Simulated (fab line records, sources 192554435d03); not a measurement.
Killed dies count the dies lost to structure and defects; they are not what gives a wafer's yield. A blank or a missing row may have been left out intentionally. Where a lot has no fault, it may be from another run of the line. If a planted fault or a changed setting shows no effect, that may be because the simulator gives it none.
fab line records -- flow n5-finfet -- part 2 of 2: steps 5 to 6 of 6
[record] lots = 20, wafers = 60, last-day = 17
route steps=1938 shown BEOL_M11@1593 BEOL_M12@1617 BEOL_M13@1672
lots that met no fault: from a run of the same line without faults
start-h: the number of hours between the record's first day and the start of the first shown wafer of the lot -- wait-h: hours since the lot's step before -- " as in the row above -- L1.1+2: one row covering several wafers at once -- - no value, or no start was given -- * or withheld: withheld -- < > ~ a bound
route shown NAME@n: a module of which the file shows steps, and the number in the route of the first -- usual: mean/standard deviation taken from wafers without a fault -- same: alike in all rows -- chamber/n: place in a boat -- sites: the reading at each site -- _std_site: the values' standard deviation -- _edge_site: outer sites' mean less inner sites' -- radius-mm: how far each site lies from the wafer's centre -- mask NAME#n: copy n -- behind: tool/chamber where the wafer was last shaped -- hold: why the lot was held/for how many hours/how that ended -- device: the n, p or np transistor that did not switch -- end of line: tests run on the same wafers once the route is complete -- a step without rows: its recipe alone -- killed: at the first sort, the dies lost to defects and structure; wafer yield is something else -- map: a wafer's dies, x killed, . not, _ none there
set.NAME: the setting as run; set.NAME@STEP: as run at that earlier step -- model.NAME: the simulator's own value behind a step, which no gauge read
the route's steps for a sample of lots (tables are steps, rows are wafers)
services: a tool's chamber out of use, with start hour (start-h, from the record's first day; less than 0 if before it), hours out, and reason
[[steps]]
[step N5_BEOL_M13_DESCUM_15]
[recipe] chemistry = O2, time-s = 7.9, source-power-w = 50, bias-power-w = 20, pressure-mtorr = 20, rf-frequency-hz = 2.712e+07, temp-c = 40, o2-flow-sccm = 225
[usual] drypump-motor-current-A = 5.84/0.21, oes-product-au = 0.79/0.088, rf-vpp-V = 243.1/1.5, showerhead-plenum-p-Torr = 2.09/0.089, temp-c = 40.01/0.12, throttle-valve-pct = 20.51/0.25
lot.wafer,tool,chamber,start-h,wait-h,drypump-motor-current-A,oes-product-au,rf-hours-counter-h,rf-vpp-V,showerhead-plenum-p-Torr,temp-c,throttle-valve-pct
L078.1,rie-diel-05,2,248.73,0.0,5.82,0.84,80,244.3,2.22,39.98,20.65
L078.3,rie-diel-05,3,248.73,0.0,6.01,0.73,175,241.7,2.00,39.95,20.61
L078.5,rie-diel-05,2,248.73,0.0,5.79,0.85,-,244.5,2.22,39.69,20.65
L077.2,rie-diel-03,1,249.77,0.0,5.61,0.74,196,242.1,2.00,39.96,20.56
L077.3,rie-diel-03,2,249.77,0.0,5.70,0.75,176,244.0,2.18,40.17,20.64
L077.4,rie-diel-03,3,249.77,0.0,5.79,0.92,17,245.3,2.23,39.87,20.16
L076.1,rie-diel-04,1,250.62,0.0,6.00,0.82,98,241.9,2.03,40.14,20.20
L076.3,rie-diel-04,3,250.62,0.0,6.23,0.74,196,242.5,2.07,39.90,20.72
L076.5,rie-diel-04,1,250.62,0.0,6.01,0.83,-,243.4,2.03,40.26,20.19
L079.1,rie-diel-05,2,254.82,0.0,5.82,0.85,82,245.5,2.22,40.01,20.65
L079.2,rie-diel-05,3,254.82,0.0,6.01,0.73,176,241.7,2.00,39.96,20.62
L079.4,rie-diel-05,1,254.82,0.0,5.67,0.98,-,243.5,2.07,40.07,20.17
L080.2,rie-diel-05,3,262.75,0.0,6.02,0.72,179,240.8,2.00,40.06,20.63
L080.4,rie-diel-05,2,262.75,0.0,5.82,0.84,-,244.0,2.22,40.18,20.65
L080.5,rie-diel-05,3,262.75,0.0,5.97,0.73,-,241.0,2.00,40.10,20.62
L081.1,rie-diel-03,3,270.30,0.0,5.79,0.92,24,245.2,2.23,39.85,20.16
L081.5,rie-diel-03,1,270.30,0.0,5.57,0.74,-,242.1,2.00,39.99,20.57
L081.6,rie-diel-03,2,270.30,0.0,5.71,0.74,-,243.2,2.18,39.95,20.68
L083.2,rie-diel-03,1,271.12,0.0,5.60,0.73,203,243.1,2.00,40.03,20.58
L083.4,rie-diel-03,3,271.12,0.0,5.77,0.91,24,243.9,2.23,39.85,20.15
L083.6,rie-diel-03,3,271.12,0.0,5.78,0.91,-,245.1,2.23,39.81,20.16
L084.1,rie-diel-05,1,283.75,0.0,5.68,0.95,18,243.4,2.06,40.19,20.20
L084.2,rie-diel-05,0,283.75,0.0,5.81,0.94,6,243.0,2.06,40.03,20.54
L084.3,rie-diel-05,2,283.75,0.0,5.82,0.84,92,244.7,2.22,40.04,20.67
L085.2,rie-diel-04,2,302.49,0.0,5.61,0.85,34,244.8,2.21,40.02,20.15
L085.3,rie-diel-04,0,302.49,0.0,5.56,0.70,217,241.6,1.97,40.07,20.50
L085.6,rie-diel-04,1,302.49,0.0,6.00,0.81,-,242.0,2.02,39.87,20.21
L087.1,rie-diel-03,2,310.94,0.0,5.70,0.73,195,244.7,2.18,39.90,20.69
L087.2,rie-diel-03,3,310.94,0.0,5.78,0.89,37,244.3,2.23,40.12,20.17
L087.5,rie-diel-03,2,310.94,0.0,5.71,0.74,-,244.6,2.18,40.00,20.69
L088.3,rie-diel-05,1,316.79,0.0,5.67,0.93,23,242.7,2.06,40.20,20.20
L088.4,rie-diel-05,0,316.79,0.0,5.79,0.93,13,243.4,2.05,40.02,20.54
L088.6,rie-diel-05,0,316.79,0.0,5.80,0.91,-,241.7,2.05,40.09,20.54
L089.1,rie-diel-04,3,319.06,0.0,6.20,0.71,217,243.0,2.06,40.08,20.77
L089.3,rie-diel-04,0,319.06,0.0,5.54,0.71,222,242.3,1.97,39.98,20.51
L089.4,rie-diel-04,1,319.06,0.0,6.00,0.82,114,241.2,2.02,39.99,20.22
L086.3,rie-diel-03,3,320.44,0.5,5.80,0.88,40,244.2,2.23,40.17,20.19
L086.4,rie-diel-03,2,320.44,0.5,5.74,0.73,-,243.2,2.18,40.09,20.69
L086.6,rie-diel-03,0,320.44,0.5,6.26,0.69,-,242.3,2.07,39.91,20.81
L090.2,rie-diel-05,1,338.49,0.7,5.68,0.92,29,241.6,2.06,39.88,20.21
L090.5,rie-diel-05,3,338.49,0.7,6.01,0.72,-,241.4,1.99,39.86,20.65
L090.6,rie-diel-05,2,338.49,0.7,5.80,0.82,-,244.9,2.21,39.88,20.71
L091.1,rie-diel-04,1,347.56,0.0,5.99,0.80,123,243.7,2.02,40.00,20.22
L091.4,rie-diel-04,3,347.56,0.0,6.22,0.71,-,244.5,2.06,40.06,20.77
L091.5,rie-diel-04,2,347.56,0.0,5.60,0.83,-,245.3,2.21,40.00,20.16
L093.1,rie-diel-05,3,351.52,0.0,6.00,0.70,204,239.7,1.99,40.00,20.66
L093.3,rie-diel-05,1,351.52,0.0,5.67,0.90,34,242.1,2.06,40.20,20.22
L093.4,rie-diel-05,1,351.52,0.0,5.68,0.91,-,242.6,2.06,40.12,20.21
L092.1,rie-diel-03,3,353.68,0.0,5.77,0.86,50,246.3,2.22,39.99,20.20
L092.2,rie-diel-03,1,353.68,0.0,5.56,0.72,226,241.7,1.99,39.96,20.60
L092.5,rie-diel-03,3,353.68,0.0,5.78,0.87,-,244.9,2.22,39.93,20.20
L095.1,rie-diel-04,1,357.29,0.0,6.03,0.81,127,241.8,2.02,39.92,20.24
L095.2,rie-diel-04,2,357.29,0.0,5.63,0.83,52,246.5,2.21,40.01,20.16
L095.3,rie-diel-04,3,357.29,0.0,6.21,0.70,230,241.3,2.06,40.13,20.79
L096.1,rie-diel-03,3,366.93,0.0,5.78,0.85,54,245.1,2.22,39.87,20.20
L096.4,rie-diel-03,2,366.93,0.0,5.75,0.72,211,245.4,2.17,39.80,20.70
L096.5,rie-diel-03,1,366.93,0.0,5.56,0.70,-,241.2,1.99,39.91,20.61
L097.2,rie-diel-04,2,373.35,0.0,5.61,0.82,58,243.7,2.20,40.18,20.18
L097.4,rie-diel-04,2,373.35,0.0,5.60,0.82,-,244.3,2.20,40.05,20.18
L097.5,rie-diel-04,1,373.35,0.0,6.02,0.79,-,243.2,2.02,39.92,20.24
[step N5_BEOL_M13_STRIP_64]
[recipe] chemistry = N2/H2, power-w = 1000, temp-c = 250, h2-frac = 0.65, overash-fraction = 0.3, pressure-mtorr = withheld, n2-flow-sccm = 1750, h2-flow-sccm = 3250
[usual] drypump-motor-current-A = 5.7/0.55, heater-power-w = 357/21, oes-product-au = 0.715/0.0046, strip-time-to-endpoint-s = 31.37/0.078, temp-c = 249.98/0.17
lot.wafer,tool,chamber,start-h,wait-h,drypump-motor-current-A,heater-power-w,oes-product-au,rf-hours-counter-h,strip-time-to-endpoint-s,temp-c
L078.1,plasma-asher-02,1,249.11,0.0,5.9,308,0.715,121,31.34,250.19
L078.3,plasma-asher-02,1,249.11,0.0,5.9,307,0.714,-,31.27,250.24
L078.5,plasma-asher-02,0,249.11,0.0,5.8,386,0.712,-,31.35,250.11
L077.2,plasma-asher-01,1,250.15,0.0,6.4,355,0.713,71,31.53,250.26
L077.3,plasma-asher-01,1,250.15,0.0,6.4,361,0.715,-,31.52,250.03
L077.4,plasma-asher-01,0,250.15,0.0,5.0,359,0.715,-,31.54,249.94
L076.1,plasma-asher-02,1,251.00,0.0,5.9,313,0.719,122,31.47,250.27
L076.3,plasma-asher-02,0,251.00,0.0,5.9,384,0.716,-,31.40,249.93
L076.5,plasma-asher-02,0,251.00,0.0,5.9,377,0.715,-,31.41,250.09
L079.1,plasma-asher-02,1,255.20,0.0,5.9,315,0.706,123,31.38,250.22
L079.2,plasma-asher-02,0,255.20,0.0,5.8,396,0.713,123,31.36,249.59
L079.4,plasma-asher-02,0,255.20,0.0,5.8,388,0.714,-,31.39,249.89
L080.2,plasma-asher-01,1,263.13,0.0,6.4,352,0.712,74,31.25,249.91
L080.4,plasma-asher-01,1,263.13,0.0,6.4,364,0.714,-,31.24,250.00
L080.5,plasma-asher-01,1,263.13,0.0,6.4,361,0.714,-,31.23,250.17
L081.1,plasma-asher-01,1,270.69,0.0,6.4,352,0.709,75,31.20,249.91
L081.5,plasma-asher-01,0,270.69,0.0,5.0,366,0.720,-,31.25,249.78
L081.6,plasma-asher-01,1,270.69,0.0,6.4,356,0.709,-,31.20,250.04
L083.2,plasma-asher-01,0,271.50,0.0,5.0,360,0.714,76,31.37,249.73
L083.4,plasma-asher-01,1,271.50,0.0,6.4,365,0.713,-,31.32,250.34
L083.6,plasma-asher-01,0,271.50,0.0,5.0,364,0.724,-,31.39,250.02
L084.1,plasma-asher-01,1,284.14,0.0,6.4,350,0.713,78,31.35,249.70
L084.2,plasma-asher-01,0,284.14,0.0,5.0,366,0.711,78,31.37,250.02
L084.3,plasma-asher-01,0,284.14,0.0,5.0,366,0.716,-,31.30,250.19
L085.2,plasma-asher-01,1,302.88,0.0,6.3,351,0.715,81,31.33,249.95
L085.3,plasma-asher-01,0,302.88,0.0,5.0,368,0.715,-,31.42,250.02
L085.6,plasma-asher-01,1,302.88,0.0,6.3,350,0.712,-,31.37,249.97
L087.1,plasma-asher-01,0,311.33,0.0,5.0,357,0.717,83,31.41,249.81
L087.2,plasma-asher-01,1,311.33,0.0,6.4,346,0.708,83,31.33,250.06
L087.5,plasma-asher-01,0,311.33,0.0,5.0,360,0.720,-,31.35,249.84
L088.3,plasma-asher-01,0,317.20,0.0,5.0,358,0.723,-,31.33,249.83
L088.4,plasma-asher-01,1,317.20,0.0,6.4,353,0.717,-,31.37,250.05
L088.6,plasma-asher-01,1,317.20,0.0,6.4,364,0.717,-,31.40,249.94
L089.1,plasma-asher-01,0,319.44,0.0,5.0,370,0.701,85,31.41,250.16
L089.3,plasma-asher-01,0,319.44,0.0,5.1,352,0.715,-,31.37,250.05
L089.4,plasma-asher-01,1,319.44,0.0,6.3,354,0.725,-,31.42,250.07
L086.3,plasma-asher-01,0,320.85,0.0,5.0,364,0.715,-,31.37,249.78
L086.4,plasma-asher-01,1,320.85,0.0,6.3,347,0.719,-,31.36,250.13
L086.6,plasma-asher-01,0,320.85,0.0,5.0,357,0.717,-,31.35,250.13
L090.2,plasma-asher-01,1,338.87,0.0,6.4,355,0.718,88,31.26,249.79
L090.5,plasma-asher-01,1,338.87,0.0,6.4,360,0.712,-,31.40,249.92
L090.6,plasma-asher-01,0,338.87,0.0,5.0,359,0.718,-,31.28,249.65
L091.1,plasma-asher-02,1,347.94,0.0,5.9,324,0.721,141,31.30,249.88
L091.4,plasma-asher-02,1,347.94,0.0,5.8,324,0.720,-,31.43,249.82
L091.5,plasma-asher-02,0,347.94,0.0,5.9,392,0.721,-,31.38,249.76
L093.1,plasma-asher-01,0,351.90,0.0,5.0,359,0.713,90,31.28,250.25
L093.3,plasma-asher-01,0,351.90,0.0,5.0,360,0.707,-,31.28,249.93
L093.4,plasma-asher-01,1,351.90,0.0,6.4,358,0.721,-,31.36,249.83
L092.1,plasma-asher-01,1,354.07,0.0,6.4,353,0.702,91,31.36,249.73
L092.2,plasma-asher-01,0,354.07,0.0,5.0,359,0.715,91,31.37,250.11
L092.5,plasma-asher-01,0,354.07,0.0,5.0,368,0.720,-,31.36,249.93
L095.1,plasma-asher-02,0,357.67,0.0,5.9,390,0.718,144,31.40,249.94
L095.2,plasma-asher-02,1,357.67,0.0,5.9,317,0.717,144,31.38,249.78
L095.3,plasma-asher-02,0,357.67,0.0,5.9,394,0.710,-,31.39,250.02
L096.1,plasma-asher-01,1,367.32,0.0,6.4,356,0.710,94,31.45,249.91
L096.4,plasma-asher-01,0,367.32,0.0,5.0,365,0.713,-,31.49,250.26
L096.5,plasma-asher-01,1,367.32,0.0,6.4,349,0.710,-,31.48,250.00
L097.2,plasma-asher-02,0,373.74,0.0,5.8,388,0.714,147,31.42,250.15
L097.4,plasma-asher-02,1,373.74,0.0,5.9,329,0.714,-,31.33,249.79
L097.5,plasma-asher-02,1,373.74,0.0,5.9,324,0.718,-,31.33,250.14
[[services]]
tool,chamber,start-h,hours,kind
rie-diel-04,-,234.11,1.7,repair
rie-diel-02,2,235.45,2.4,repair
rie-diel-01,3,246.14,18.9,repair
rie-diel-04,0,248.92,19.3,repair
rie-diel-05,-,261.73,0.6,repair
rie-diel-05,-,266.08,0.8,repair
rie-diel-04,1,276.61,5.4,repair
rie-diel-04,-,281.45,0.4,repair
rie-diel-04,1,283.72,16.7,repair
pvd-sputter-02,-,288.44,40.3,repair
rie-diel-05,1,290.76,9.6,repair
rie-diel-01,2,299.37,5.1,repair
rie-diel-01,0,304.44,-,clean
rie-diel-01,0,304.44,-,consumable-replace:focus-ring
rie-diel-01,-,311.59,0.2,repair
rie-diel-03,1,318.53,5.0,repair
rie-diel-04,0,325.47,51.5,repair
rie-diel-04,-,336.74,2.8,pm
rie-diel-02,2,343.93,4.8,repair
rie-diel-05,0,345.20,7.0,repair
rie-diel-02,2,363.16,1.3,repair
pvd-sputter-01,-,365.77,7.8,repair
rie-diel-02,1,369.34,9.8,repair
plasma-asher-02,-,371.17,0.6,repair
